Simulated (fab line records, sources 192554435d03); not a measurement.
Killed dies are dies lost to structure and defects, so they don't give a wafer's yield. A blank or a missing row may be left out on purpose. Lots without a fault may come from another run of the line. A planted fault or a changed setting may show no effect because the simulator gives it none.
Chamber matching | flow n5_finfet | N5_SD_EPI_P_ETCH_16 on rie_diel-04: 4 sister chambers
The step etches SiO2 in CHF3/O2, target depth 5 nm. 4 wafers are shown with their chamber, then 12 later ones without.

WAFERS WITH THEIR CHAMBER
wafer  | chamber | showerhead_plenum_p_Torr (Torr)
L088.2 | 2       | 2.41
L089.4 | 1       | 2.49
L089.5 | 3       | 2.56
L089.6 | 0       | 2.30

WAFERS WITHOUT THEIR CHAMBER
wafer  | showerhead_plenum_p_Torr (Torr)
L090.1 | 2.30
L090.3 | 2.49
L090.5 | 2.41
L094.1 | 2.30
L094.5 | 2.30
L094.6 | 2.49
L096.1 | 2.30
L096.2 | 2.55
L096.5 | 2.41
L097.2 | 2.48
L097.3 | 2.55
L097.5 | 2.41

WHICH CHAMBER EACH WENT THROUGH
wafer  | from the rows above | in truth
L090.1 | 0                   | 0
L090.3 | 1                   | 1
L090.5 | 2                   | 2
L094.1 | 0                   | 0
L094.5 | 0                   | 0
L094.6 | 1                   | 1
L096.1 | 0                   | 0
L096.2 | 3                   | 3
L096.5 | 2                   | 2
L097.2 | 1                   | 1
L097.3 | 3                   | 3
L097.5 | 2                   | 2
Placed correctly: 12 of 12. Can't be placed from these rows: 0. Placed wrongly: 0.
How it was worked out, from the rows above alone: a wafer's distance from a chamber is the root of the sum, over the readings, of the square of ((its reading less the chamber's mean) divided by the reading's scatter). The wafer belongs to the nearest chamber; if the next one is less than 2 further off, it can't be placed. A chamber's mean is the mean of its shown wafers. The scatter: with one shown wafer a chamber, the root of the mean of the squares of how far each hidden wafer lies from its nearest shown one.
